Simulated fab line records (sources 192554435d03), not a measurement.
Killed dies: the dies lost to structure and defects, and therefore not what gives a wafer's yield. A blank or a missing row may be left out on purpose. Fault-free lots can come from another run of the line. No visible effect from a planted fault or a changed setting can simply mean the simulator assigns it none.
Which tool did it? -- flow n5-finfet -- 12 lots with 36 wafers sampled at 6 steps, on a route of 1938 steps

## WHAT THE GAUGES SHOWED, per wafer
N5_BEOL_M5_CD_MEAS_35: target cd 28 nm, target cd y 24 nm.
lot,measured,on,cd-nm (nm)
L076,day 8 15:26,cd-sem-01,28.3 28.3 28.0
L077,day 9 04:01,cd-sem-03,27.6 27.7 27.5
L079,day 9 17:31,cd-sem-02,27.9 27.9 27.5
L081,day 10 08:09,cd-sem-03,28.6 28.3 28.2
L082,day 10 17:22,cd-sem-02,28.0 28.2 28.2
L085,day 11 14:21,cd-sem-02,28.6 28.3 28.2
L088,day 11 17:41,cd-sem-01,28.5 28.2 28.1
L091,day 12 00:08,cd-sem-02,28.2 28.2 28.2
L089,day 12 06:56,cd-sem-01,28.0 28.9 28.2
L093,day 13 04:32,cd-sem-02,28.1 28.1 27.9
L095,day 13 10:21,cd-sem-03,27.4 28.3 27.6
L096,day 14 03:59,cd-sem-03,27.5 27.6 27.5

## WHICH TOOL RAN EACH LOT (tool, then ch and the chambers of the sampled wafers, then the start)
lot,N5_BEOL_M4_ANNEAL_95,N5_BEOL_M4_SPUTTER_96,N5_BEOL_M5_HM_DEP_02,N5_BEOL_M5_ETCH_41,N5_BEOL_M5_STRIP_91
L076,"pvd-sputter-03, day 8 09:43","pvd-sputter-03, day 8 09:51","pvd-sputter-03, day 8 13:29","rie-diel-05 ch 0,1,2, day 8 15:26 or earlier","rie-diel-05 ch 0,1,2, day 8 15:26 or earlier"
L077,"pvd-sputter-03, day 8 20:20","pvd-sputter-03, day 8 20:29","pvd-sputter-01, day 9 00:23","rie-diel-01 ch 1,2,3, day 9 04:01 or earlier","rie-diel-01 ch 1,2,3, day 9 04:01 or earlier"
L079,"pvd-sputter-03, day 9 08:37","pvd-sputter-03, day 9 08:45","pvd-sputter-02, day 9 13:07","rie-diel-01 ch 2,3, day 9 17:31 or earlier","rie-diel-01 ch 2,3, day 9 17:31 or earlier"
L081,"pvd-sputter-01, day 10 02:28","pvd-sputter-01, day 10 02:36","pvd-sputter-03, day 10 05:32","rie-diel-04 ch 0,2, day 10 08:09 or earlier","rie-diel-04 ch 0,2, day 10 08:09 or earlier"
L082,"pvd-sputter-03, day 10 10:42","pvd-sputter-03, day 10 10:50","pvd-sputter-01, day 10 14:22","rie-diel-04 ch 0,3, day 10 17:22 or earlier","rie-diel-04 ch 0,3, day 10 17:22 or earlier"
L085,"pvd-sputter-03, day 11 05:38","pvd-sputter-03, day 11 05:46","pvd-sputter-01, day 11 10:17","rie-diel-01 ch 1,2,3, day 11 14:21 or earlier","rie-diel-01 ch 1,2,3, day 11 14:21 or earlier"
L088,"pvd-sputter-02, day 11 10:08","pvd-sputter-02, day 11 10:16","pvd-sputter-02, day 11 13:55","rie-diel-01 ch 0,1,3, day 11 17:41 or earlier","rie-diel-01 ch 0,1,3, day 11 17:41 or earlier"
L091,"pvd-sputter-01, day 11 15:19","pvd-sputter-01, day 11 15:27","pvd-sputter-01, day 11 18:46","rie-diel-01 ch 0,1,2, day 12 00:08 or earlier","rie-diel-01 ch 0,1,2, day 12 00:08 or earlier"
L089,"pvd-sputter-03, day 11 23:19","pvd-sputter-03, day 11 23:27","pvd-sputter-01, day 12 03:23","rie-diel-04 ch 0,1, day 12 06:56 or earlier","rie-diel-04 ch 0,1, day 12 06:56 or earlier"
L093,"pvd-sputter-02, day 12 18:59","pvd-sputter-02, day 12 19:08","pvd-sputter-03, day 12 23:31","rie-diel-04 ch 0,1,3, day 13 04:32 or earlier","rie-diel-04 ch 0,1,3, day 13 04:32 or earlier"
L095,"pvd-sputter-02, day 13 04:10","pvd-sputter-02, day 13 04:18","pvd-sputter-03, day 13 08:16","rie-diel-04 ch 0,1, day 13 10:21 or earlier","rie-diel-04 ch 0,1, day 13 10:21 or earlier"
L096,"pvd-sputter-03, day 13 20:44","pvd-sputter-03, day 13 20:52","pvd-sputter-02, day 14 00:28","rie-diel-05 ch 0,1, day 14 03:59 or earlier","rie-diel-05 ch 0,1, day 14 03:59 or earlier"
- N5_BEOL_M4_ANNEAL_95: time 240 s.
- N5_BEOL_M4_SPUTTER_96: material Cu, target thk 4.5 nm, time 8.29 s.
- N5_BEOL_M5_HM_DEP_02: deposits TiN, target thk 20 nm.
- N5_BEOL_M5_ETCH_41: etches SiCN in CH3F/O2, target depth 31.5 nm, time 56.7 s.
- N5_BEOL_M5_STRIP_91: strips in N2/H2, time 10 s.

## THE ANSWER, worked out from the rows above alone
Rule: what is usual is taken from the lots themselves. The widest of any qualifying gaps counts: lots, ordered by their means at a reading, are off when they make up no more than a third of the lots, leave a main group of 4 or more, and stand apart from it by 3 or more times the standard deviation of that group's means. Not used: any main group whose means are identical at the precision the tables above print for the reading. Also off: a lot with no number at a reading for which 4 or more lots have one. Any other lot the step has rows for is counted as sound.
Nothing can be told from this: no lot is off at any reading shown.

## WHAT THE SIMULATOR PUT IN
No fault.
